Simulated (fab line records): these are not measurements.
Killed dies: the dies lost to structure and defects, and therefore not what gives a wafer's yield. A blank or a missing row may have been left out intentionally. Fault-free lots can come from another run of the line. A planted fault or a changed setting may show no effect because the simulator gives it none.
Chamber matching    flow nand harc    cmp-04 running NHARC_A_DECK1_JOINT_CMP_02: 4 sister chambers
The step polishes SiOx. 8 wafers are shown with their chamber, then 7 later ones without.

== EACH WAFER AND ITS CHAMBER ==
wafer   chamber  motor current A (A)
L076.4  2        13.1
L084.3  0        11.0
L084.6  2        12.7
L086.1  1        12.1
L086.4  3        12.2
L086.5  3        11.9
L089.3  1        11.7
L089.4  0        10.5

== WAFERS MISSING THEIR CHAMBER ==
wafer   motor current A (A)
L089.5  13.1
L093.2  12.1
L093.3  12.3
L093.4  12.0
L095.1  12.4
L095.3  10.3
L095.4  11.8

== CHAMBER TAKEN BY EACH ==
wafer   from the rows above           in truth
L089.5  2                             2
L093.2  can't be placed: 3 or 1       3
L093.3  can't be placed: 3 or 1 or 2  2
L093.4  can't be placed: 3 or 1       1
L095.1  can't be placed: 3 or 2 or 1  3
L095.3  0                             0
L095.4  can't be placed: 1 or 3       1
Correct placement for 2 of the 7. Unplaceable from these rows: 5, with the true chamber sitting among the candidates in 5. Placed wrongly: 0.
How it was worked out, from the rows above alone: a wafer's distance from a chamber is the root of the sum, over the readings, of the square of ((its reading less the chamber's mean) divided by the reading's scatter). The wafer belongs to the nearest chamber; if the next one is less than 2 further off, it can't be placed. A chamber's mean is the mean of its shown wafers. How the scatter is found: for the shown wafers, subtract from each reading the mean of its chamber, square and add these, divide the total by (wafers less chambers), then take the root.
